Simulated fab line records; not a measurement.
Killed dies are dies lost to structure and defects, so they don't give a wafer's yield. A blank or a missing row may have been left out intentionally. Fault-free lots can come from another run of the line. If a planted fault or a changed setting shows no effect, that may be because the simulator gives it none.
Comparing a struck lot with a sound one	flow n5-finfet	16 out of 1938 route steps
Sound: the wafers L306.1, L306.3, L306.6. The struck wafers were L311.1, L311.4, L311.6. The cause comes at the end.
Per side, at each step with rows, come the tool, then ch with its chambers, and then its first start. Under that, the readings that differ: sound wafers	struck wafers	difference of the means	sigmas: that difference in standard deviations of wafers without a fault.
alike: same words and numbers on both sides, and readings whose means sit less than 2 such deviations apart. not compared: any withheld reading, any reading some wafer has no value for, any bound like >300 that may hide the same value, and any number with overlapping values for which the record gives no deviation.
The two part at a step that has a row with sigmas, a row that says differs or no value, or rows on one side only. When numbers do not overlap yet have no deviation, they are printed without sigmas and do not part them. Lack of a reading on every wafer of one side parts them only where that side has two or more wafers.

first, 2 steps without rows for these wafers: N5_BEOL_M0_SAQP_PEB_12 (peb time 60 s); N5_BEOL_M0_SAQP_DEVELOP_13 (develop time 30 s).
N5_BEOL_M0_SAQP_CD_MEAS_14: target cd 42.5 nm.
  sound on cd-sem-01 ch 0, day 5 17:52; struck on cd-sem-01 ch 0, day 7 02:17
  alike: cd-nm
N5_BEOL_M0_SAQP_OVL_MEAS_15:
  sound on overlay-01 ch 0, day 5 17:54; struck on overlay-01 ch 0, day 7 02:19
  alike: M0_CORE_OVL
N5_BEOL_M0_SAQP_INSPECT_16: inspects for defects (brightfield).
  sound on defect-inspect-01, day 5 17:56; struck on defect-inspect-01, day 7 02:20
  alike: raw-defect-count
N5_BEOL_M0_SAQP_DESCUM_19: chemistry O2, time 7.9 s.
  sound on rie-diel-06 ch 0,2, day 5 17:58; struck on rie-diel-05 ch 0,1, day 7 02:33
  alike: drypump-motor-current-A, oes-product-au, rf-vpp-V, showerhead-plenum-p-Torr, throttle-valve-pct
  not compared: rf-hours-counter-h
N5_BEOL_M0_SAQP_ETCH_83: etches SiARC in CF4, target depth 39 nm, time 65 s.
  sound on rie-diel-06 ch 0,2, day 5 18:00; struck on rie-diel-05 ch 0,1, day 7 02:35
  alike: drypump-motor-current-A, etch-rf-on-time-s, oes-product-au, rf-vpp-V, showerhead-plenum-p-Torr, throttle-valve-pct
  not compared: rf-hours-counter-h
N5_BEOL_M0_SAQP_ETCH_84: etches SOC in N2/H2, target depth 100 nm, overetch 20 nm, time 150 s.
  sound on rie-diel-06 ch 0,2, day 5 18:03; struck on rie-diel-05 ch 0,1, day 7 02:38
  alike: drypump-motor-current-A, oes-product-au, rf-vpp-V, showerhead-plenum-p-Torr, throttle-valve-pct
  not compared: rf-hours-counter-h
then, 1 step without rows for these wafers: N5_BEOL_M0_SAQP_STRIP_80 (strips in N2/H2).
N5_BEOL_M0_SAQP_HM_OPEN_112: chemistry CHF3/O2, target SiO2, stops on a-Si, target depth 12 nm, time 13.5 s.
  sound on rie-diel-06 ch 0,2, day 5 18:09; struck on rie-diel-05 ch 0,1, day 7 02:44
  alike: drypump-motor-current-A, oes-product-au, rf-vpp-V, showerhead-plenum-p-Torr, throttle-valve-pct
  not compared: rf-hours-counter-h
then, 1 step without rows for these wafers: N5_BEOL_M0_SAQP_STRIP_113 (strips in CHF3/O2).
N5_BEOL_M0_SAQP_MANDREL_ETCH_20: etches a-Si in HBr/Cl2, stops on SiNx, target depth 60 nm, bt time 10 s, time 30 s.
  sound on rie-si-02 ch 0,1,2, day 5 18:14; struck on rie-si-02 ch 1,2,3, day 7 02:49
  alike: drypump-motor-current-A, oes-product-au, throttle-valve-pct
  not compared: rf-hours-counter-h
N5_BEOL_M0_SAQP_STRIP_86: strips in N2/H2.
  sound on rie-diel-05 ch 0,1, day 5 18:20; struck on rie-diel-06 ch 1,2,3, day 7 03:01
reading	sound	struck	difference	sigmas
h2-flow-sccm (sccm)	299.6 300.2 300.7	330.4 328.5 329.8	+29.4	+33
throttle-valve-pct (%)	19.2 18.4 19.2	21.3 21.7 24.1	+3.4	+7
  alike: drypump-motor-current-A, oes-product-au, power-w, rf-vpp-V, showerhead-plenum-p-Torr
  not compared: rf-hours-counter-h
then, 1 step without rows for these wafers: N5_BEOL_M0_SAQP_STRIP_115 (strips in post etch residue remover, time 60 s).
-- record jumps: 3 days separate the struck wafers' starts on either side; left off in module BEOL_M0_SAQP, taken up again in module BEOL_M4, whose first shown step is the route's number 1111 --
N5_BEOL_M4_RC_MEAS_101:
  sound on prober-02 ch 0, day 8 08:46; struck on prober-01 ch 0, day 9 22:18
  alike: DIBL_N, DIBL_P, IOFF_N, IOFF_P, ION_N, ION_P, SS_N, SS_P, VT_N, VT_P
-- here the record skips 5 days between the struck wafers' starts before and after, leaving off in module BEOL_M4 and picking up in module PASSIVATION (first step shown: number 1936 of the route) --
N5_PASSIVATION_PROBE_49:
  sound on prober-01, day 12 14:44; struck on prober-02, day 14 17:26
reading	sound	struck	difference	sigmas
sort_bin_5_function (%)	4.1 3.7 4.4	5.8 6.4 5.9	+2.0	+2
  alike: defect-limited-yield, killed_at_M0_to_M3, killed_at_M4_up, killed-at-contacts, killed-at-front-end, killed-at-other, killed-dies, killed-open, killed-short, sort_bin_6_memory, sort-n-pass, sort-yield-pct

## WHERE THEY PART
At N5_BEOL_M0_SAQP_STRIP_86 first; at N5_PASSIVATION_PROBE_49 last (within this record only).

WHY: what had been put in by the simulator
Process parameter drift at N5_BEOL_M0_SAQP_STRIP_86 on rie-diel-06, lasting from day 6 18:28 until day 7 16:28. A move of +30 in setting h2-flow-sccm, from 300. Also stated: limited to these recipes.
